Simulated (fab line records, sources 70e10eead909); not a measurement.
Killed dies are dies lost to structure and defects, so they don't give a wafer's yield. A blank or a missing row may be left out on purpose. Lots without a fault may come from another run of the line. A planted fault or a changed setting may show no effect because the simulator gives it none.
Which tool did it? | flow nand_harc | 6 lots, 18 wafers sampled, at 2 steps of a route of 1302

WHAT THE GAUGES READ, wafer by wafer
NHARC_A_ONON_D2_THK_MEAS_05: measures by ellipsometry.
lot  | measured     | on            | thk_nm (nm)
L231 | day 12 23:17 | film_metro-02 | 1012 1011 1010
L233 | day 14 03:43 | film_metro-02 | 1008 1008 1008
L234 | day 14 03:54 | film_metro-02 | 996 997 996
L237 | day 15 05:17 | film_metro-01 | 994 994 997
L248 | day 19 13:25 | film_metro-02 | 997 1001 997
L251 | day 21 01:13 | film_metro-02 | 1002 1002 1000

WHICH TOOL RAN EACH LOT (tool, then ch and the chambers of the sampled wafers, then the start)
lot  | NHARC_A_DECK1_JOINT_CMP_13
L231 | cmp-02 ch 0,1,3, day 12 01:21
L233 | cmp-04 ch 0,3, day 13 00:50
L234 | cmp-01 ch 1,3, day 13 05:46
L237 | cmp-02 ch 0,1,2, day 14 04:00
L248 | cmp-01 ch 0,2,3, day 18 15:19
L251 | cmp-04 ch 1,2, day 20 01:19
- NHARC_A_DECK1_JOINT_CMP_13: polishes, target thk 51.023 nm.

THE ANSWER, worked out from the rows above alone
Rule: what is usual is taken from the lots themselves. Put in order of their means at a reading, lots are off if they are a third of the lots or fewer, leave a main group of 4 or more, and stand apart from it by a gap of 3 or more times the standard deviation of the main group's means; of several such gaps the widest counts. A main group whose means are all the same, to the digits that the tables above print for the reading, isn't used. A lot without any number at a reading at which 4 lots or more have one is off too. The other lots that the step has rows for count as sound.
No lot is off at any reading shown: from this, nothing can be told.

WHAT THE SIMULATOR HAD PUT IN
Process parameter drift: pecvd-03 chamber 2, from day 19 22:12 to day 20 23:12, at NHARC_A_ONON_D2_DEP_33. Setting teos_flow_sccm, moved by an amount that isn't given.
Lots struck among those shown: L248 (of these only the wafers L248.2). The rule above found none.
